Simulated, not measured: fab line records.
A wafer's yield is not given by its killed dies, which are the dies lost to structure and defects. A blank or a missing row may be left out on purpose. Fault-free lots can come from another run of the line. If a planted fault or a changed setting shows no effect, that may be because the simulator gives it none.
8D (eight disciplines) problem report, filled in by code / flow nand harc / the parts of the form that need people (team, actions taken, sign-off) are left out

== 1. WHAT WENT WRONG ==
oes product au at NHARC_A_WL_FILL_ETCHBACK_17 reads a mean of 0.831 a.u. on 3 wafers of 2 lots; wafers without a fault read 0.998 a.u. with a standard deviation of 0.0073. Relative to the usual mean, that is a shift of -23 standard deviations.
The step: etches the open film in Cl2/BCl3, target depth 4 nm, time 26.7 s.
Earliest sighting: wafer L324.1 on rie metal-02 at day 16 22:47. The record has a number at this step for 42 wafers belonging to 14 lots. By rule, "out" or "out of limits" means more than 4 standard deviations away from the usual mean. Any other wafer with a number is counted as sound.

== 2. WHAT IT IS, AND WHAT IT ISN'T ==
question=which readings at this step | is=oes product au | is not=drypump motor current A
question=which lots | is=L324, L325 | is not=L318, L319, L321, L322, L323, L331, L333, L335, L336, L338, L339, L341
question=which wafers of those lots | is=L324.1, L324.5, L325.1 | is not=L324.6, L325.4, L325.6
question=read on which tools | is=rie metal-02 | is not=rie metal-01, rie metal-03
question=when | is=from day 16 22:47 | is not=up to then (16 sound wafers); but 23 sound wafers of L325, L331, L333, L335, L336, L338, L339, L341 came after

== 3. WHAT RULES OUT EACH SUSPECT ==
Counting: a tool at a process step up to the reading stays a suspect if it ran every lot that is out. Sound lots after the first of them don't rule it out here, since some wafers of a struck lot are sound.
- rie metal-02 at NHARC_A_WL_FILL_ETCHBACK_17 (etches the open film in Cl2/BCl3, target depth 4 nm, time 26.7 s): kept. Every lot that is out went through it, the first being L324 (day 16 22:47); the last sound lot it ran before that was L322 (day 16 19:41). Its own oes product au readings are out on those wafers.
Left after counting: rie metal-02 at NHARC_A_WL_FILL_ETCHBACK_17.

== 4. THE CAUSE (what the simulator had put in) ==
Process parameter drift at NHARC_A_WL_FILL_ETCHBACK_17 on rie metal-02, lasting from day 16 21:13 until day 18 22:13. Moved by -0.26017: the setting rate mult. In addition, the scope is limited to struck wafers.
This tool alone remained once counting was done.

== 5. THE EFFECT CHAIN, in route order ==
Rows list readings where the struck wafers' mean (over those with a number) sits beyond 3 standard deviations from the usual. Only readings whose record carries a usual standard deviation are examined. hours: median over the lots of the time between each lot's start at the first step of this table that gives one and its start at this step. sigmas: the change, counted in usual standard deviations.
hours=0; step=NHARC_A_WL_FILL_ETCHBACK_17; reading=oes product au; usual=0.998 a.u.; on struck wafers=0.831; change=-0.167; sigmas=-23
It contains these process steps:
- NHARC_A_WL_FILL_ETCHBACK_17: etches the open film in Cl2/BCl3, target depth 4 nm, time 26.7 s.
Later steps that measure or inspect, where all struck wafers having a row at the step show a number for every such reading and not one has moved that far: NHARC_END_SORT_01.

== 6. WHAT WOULD HAVE CAUGHT IT SOONER ==
The fault began at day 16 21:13; the first out-of-limits reading in this record came at day 16 22:47, 2 hours later.
